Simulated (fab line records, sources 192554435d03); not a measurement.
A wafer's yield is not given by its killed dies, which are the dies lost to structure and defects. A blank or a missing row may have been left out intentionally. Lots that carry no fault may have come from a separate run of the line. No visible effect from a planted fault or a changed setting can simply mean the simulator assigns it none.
The tool behind it: which one?    flow n5_finfet    72 wafers from 24 lots sampled at 6 of the route's 1938 steps

## WHAT THE GAUGES SHOWED, per wafer
N5_ILD0_THK_MEAS_04.
lot   measured     on             thk_nm (nm)
L074  day 3 21:26  film_metro-01  197.7 194.6 198.2
L075  day 3 21:47  film_metro-02  198.3 196.9 195.5
L076  day 3 23:37  film_metro-02  196.1 196.6 196.5
L077  day 4 05:44  film_metro-01  196.6 198.9 197.9
L078  day 4 14:04  film_metro-01  197.0 197.0 196.6
L079  day 4 20:02  film_metro-02  198.9 196.2 196.1
L080  day 5 05:17  film_metro-01  197.7 199.1 198.5
L081  day 5 13:43  film_metro-01  195.8 195.9 196.1
L082  day 5 16:02  film_metro-02  195.8 198.1 195.2
L083  day 5 23:33  film_metro-01  199.1 196.9 196.3
L084  day 6 08:38  film_metro-02  195.6 196.1 197.2
L085  day 6 14:49  film_metro-01  194.5 196.3 195.5
L086  day 6 18:30  film_metro-01  197.0 194.2 193.9
L087  day 6 21:23  film_metro-02  195.5 193.2 198.1
L088  day 7 01:46  film_metro-02  196.8 194.7 196.1
L089  day 7 08:28  film_metro-02  194.2 198.2 196.9
L090  day 7 14:04  film_metro-02  194.9 195.2 197.2
L091  day 7 18:52  film_metro-01  198.8 193.5 197.6
L092  day 8 01:08  film_metro-02  193.0 196.2 190.0
L093  day 8 06:56  film_metro-02  195.9 195.5 195.2
L094  day 8 16:31  film_metro-02  199.0 198.2 197.8
L095  day 8 23:51  film_metro-02  196.5 193.6 194.0
L096  day 9 01:01  film_metro-02  192.3 196.7 191.8
L097  day 9 09:55  film_metro-02  198.1 199.7 197.2

N5_SDB_OVL_MEAS_12.
lot   measured     on          SDB_OVL (nm)
L074  day 4 01:31  overlay-02  -0.2 0.0 -0.5
L075  day 4 01:52  overlay-02  -0.1 0.5 0.3
L076  day 4 03:49  overlay-01  0.8 0.7 0.4
L077  day 4 09:53  overlay-02  -1.3 -0.8 -1.1
L078  day 4 18:14  overlay-02  0.4 0.4 0.4
L079  day 5 00:19  overlay-01  -0.5 0.1 -0.8
L080  day 5 09:22  overlay-01  -0.6 -0.3 0.7
L081  day 5 17:52  overlay-02  -0.9 -0.3 -0.5
L082  day 5 20:09  overlay-02  0.8 -0.9 -0.2
L083  day 6 03:38  overlay-02  -0.2 0.3 -0.5
L084  day 6 12:43  overlay-02  -0.1 0.8 -0.7
L085  day 6 19:07  overlay-01  0.9 1.3 0.7
L086  day 6 22:35  overlay-01  0.7 0.6 -1.0
L087  day 7 01:28  overlay-01  -0.8 -1.2 -0.5
L088  day 7 05:50  overlay-01  1.1 -0.5 -0.9
L089  day 7 12:34  overlay-01  -2.4 -1.4 -0.4
L090  day 7 18:03  overlay-01  -1.1 -1.4 0.0
L091  day 7 22:50  overlay-02  -0.9 -0.3 -0.3
L092  day 8 05:13  overlay-01  -1.2 -0.1 0.7
L093  day 8 11:11  overlay-02  -1.2 -0.2 -0.8
L094  day 8 20:38  overlay-02  -0.7 0.5 2.0
L095  day 9 03:56  overlay-02  -0.4 -0.5 -0.5
L096  day 9 05:07  overlay-01  0.5 -0.3 1.6
L097  day 9 14:14  overlay-02  -0.2 -1.1 0.2

N5_SDB_THK_MEAS_31.
lot   measured     on             SDB_THK (nm)
L074  day 4 05:39  film_metro-02  61.4 63.6 61.5
L075  day 4 05:49  film_metro-02  65.0 63.2 63.6
L076  day 4 07:42  film_metro-02  63.3 65.1 62.1
L077  day 4 13:46  film_metro-02  61.4 62.9 61.8
L078  day 5 01:28  film_metro-01  64.2 65.9 64.5
L079  day 5 05:25  film_metro-02  64.0 64.7 62.8
L080  day 5 13:25  film_metro-01  62.9 63.0 63.6
L081  day 5 22:55  film_metro-01  64.1 64.6 63.6
L082  day 6 00:49  film_metro-02  64.2 63.1 64.8
L083  day 6 07:31  film_metro-02  63.1 65.1 65.0
L084  day 6 17:07  film_metro-01  64.7 62.6 63.3
L085  day 6 23:37  film_metro-02  62.7 64.5 63.9
L086  day 7 02:46  film_metro-01  63.9 65.3 61.9
L087  day 7 06:29  film_metro-02  64.9 63.4 62.9
L088  day 7 10:15  film_metro-01  63.5 63.0 63.1
L089  day 7 16:30  film_metro-02  64.8 61.8 61.6
L090  day 7 22:47  film_metro-02  64.1 62.5 61.2
L091  day 8 02:43  film_metro-01  63.3 65.1 61.6
L092  day 8 09:07  film_metro-02  63.1 62.4 65.1
L093  day 8 16:41  film_metro-01  63.2 63.1 65.0
L094  day 9 00:40  film_metro-01  62.2 64.7 64.0
L095  day 9 08:16  film_metro-02  64.4 63.8 63.0
L096  day 9 09:16  film_metro-01  60.6 63.2 62.0
L097  day 9 20:14  film_metro-01  62.5 64.1 63.9

N5_SDB_INSPECT_36: inspects for defects (darkfield).
lot   measured     on                 raw_defect_count
L074  day 4 05:41  defect_inspect-01  31 49 55
L075  day 4 05:51  defect_inspect-01  70 49 55
L076  day 4 07:44  defect_inspect-02  39 61 47
L077  day 4 13:47  defect_inspect-02  24 26 21
L078  day 5 01:29  defect_inspect-02  65 33 42
L079  day 5 05:26  defect_inspect-01  28 32 42
L080  day 5 13:27  defect_inspect-01  52 26 43
L081  day 5 22:57  defect_inspect-01  60 39 36
L082  day 6 00:51  defect_inspect-02  24 20 18
L083  day 6 07:33  defect_inspect-02  14 24 59
L084  day 6 17:09  defect_inspect-02  59 51 53
L085  day 6 23:38  defect_inspect-02  40 54 39
L086  day 7 02:47  defect_inspect-01  26 29 38
L087  day 7 06:31  defect_inspect-01  42 27 25
L088  day 7 10:16  defect_inspect-02  12 16 26
L089  day 7 16:32  defect_inspect-02  46 33 35
L090  day 7 22:49  defect_inspect-02  29 36 59
L091  day 8 02:45  defect_inspect-01  67 65 28
L092  day 8 09:08  defect_inspect-02  60 50 73
L093  day 8 16:42  defect_inspect-02  42 91 41
L094  day 9 00:42  defect_inspect-02  36 51 34
L095  day 9 08:17  defect_inspect-01  27 25 39
L096  day 9 09:17  defect_inspect-01  39 50 41
L097  day 9 20:15  defect_inspect-02  24 30 21

N5_DUMMY_REMOVAL_INSPECT_06: inspects for defects (brightfield).
lot   measured     on                 raw_defect_count
L074  day 4 05:55  defect_inspect-02  15 16 11
L075  day 4 06:05  defect_inspect-02  10 4 12
L076  day 4 07:58  defect_inspect-01  7 12 10
L077  day 4 14:01  defect_inspect-01  16 16 25
L078  day 5 01:43  defect_inspect-01  12 13 14
L079  day 5 05:44  defect_inspect-01  11 16 24
L080  day 5 13:41  defect_inspect-02  21 6 11
L081  day 5 23:11  defect_inspect-01  12 9 12
L082  day 6 01:08  defect_inspect-01  15 10 8
L083  day 6 07:47  defect_inspect-01  6 8 8
L084  day 6 17:23  defect_inspect-02  16 11 13
L085  day 6 23:52  defect_inspect-01  10 6 14
L086  day 7 03:07  defect_inspect-01  17 24 23
L087  day 7 06:45  defect_inspect-01  10 12 5
L088  day 7 10:31  defect_inspect-02  21 22 17
L089  day 7 16:49  defect_inspect-02  16 20 9
L090  day 7 23:02  defect_inspect-01  15 27 21
L091  day 8 03:08  defect_inspect-02  12 5 7
L092  day 8 09:23  defect_inspect-01  27 6 13
L093  day 8 17:02  defect_inspect-02  14 11 16
L094  day 9 01:02  defect_inspect-01  13 10 4
L095  day 9 08:31  defect_inspect-01  15 21 10
L096  day 9 09:31  defect_inspect-01  14 14 16
L097  day 9 20:29  defect_inspect-01  13 21 11

N5_HKMG_FIN_INSPECT_61: inspects for defects (macro).
lot   measured     on                 raw_defect_count
L074  day 4 07:21  defect_inspect-01  1 1 3
L075  day 4 07:31  defect_inspect-01  2 3 2
L076  day 4 09:13  defect_inspect-02  1 5 1
L077  day 4 15:17  defect_inspect-02  3 2 4
L078  day 5 03:05  defect_inspect-02  4 1 1
L079  day 5 07:16  defect_inspect-02  3 1 1
L080  day 5 14:58  defect_inspect-02  5 1 1
L081  day 6 00:44  defect_inspect-01  4 3 4
L082  day 6 02:38  defect_inspect-01  1 2 3
L083  day 6 09:08  defect_inspect-02  0 2 3
L084  day 6 18:44  defect_inspect-01  2 1 4
L085  day 7 01:21  defect_inspect-01  2 2 0
L086  day 7 04:26  defect_inspect-01  3 3 3
L087  day 7 07:59  defect_inspect-02  0 2 1
L088  day 7 11:46  defect_inspect-01  5 3 4
L089  day 7 18:10  defect_inspect-01  2 2 2
L090  day 8 00:25  defect_inspect-01  0 0 2
L091  day 8 04:40  defect_inspect-01  3 4 3
L092  day 8 10:44  defect_inspect-02  4 2 2
L093  day 8 18:16  defect_inspect-02  3 2 1
L094  day 9 02:29  defect_inspect-01  4 0 5
L095  day 9 09:45  defect_inspect-02  3 1 2
L096  day 9 10:58  defect_inspect-01  3 1 1
L097  day 9 22:02  defect_inspect-02  6 5 2

## WHAT TOOL EACH LOT RAN ON (gives the tool, then ch and the chambers of the sampled wafers, and finally the start)
No process step before these readings appears in the record.

## WHAT THE TOOLS THEMSELVES READ (means of the sampled wafers that have a number; where no wafer has one, the mark that the record gives instead)
The record holds no such reading with a usual standard deviation.

## THE ANSWER, worked out from the rows above alone
Rule: the lots themselves supply what counts as usual. The widest of any qualifying gaps counts: lots, ordered by their means at a reading, are off when they make up no more than a third of the lots, leave a main group of 4 or more, and stand apart from it by 3 or more times the standard deviation of that group's means. Not used: any main group whose means are identical at the precision the tables above print for the reading. Also off: a lot with no number at a reading for which 4 or more lots have one. The other lots that the step has rows for count as sound. First the gauges in route order, then the tools' own readings, where a lot's mean is used as printed above. At the first step where some lot is off, the reading lying furthest off is the one used; lots without a number count as furthest.
No lot is off on any of the readings shown, so nothing can be concluded from this.

## WHAT THE SIMULATOR HAD INSERTED
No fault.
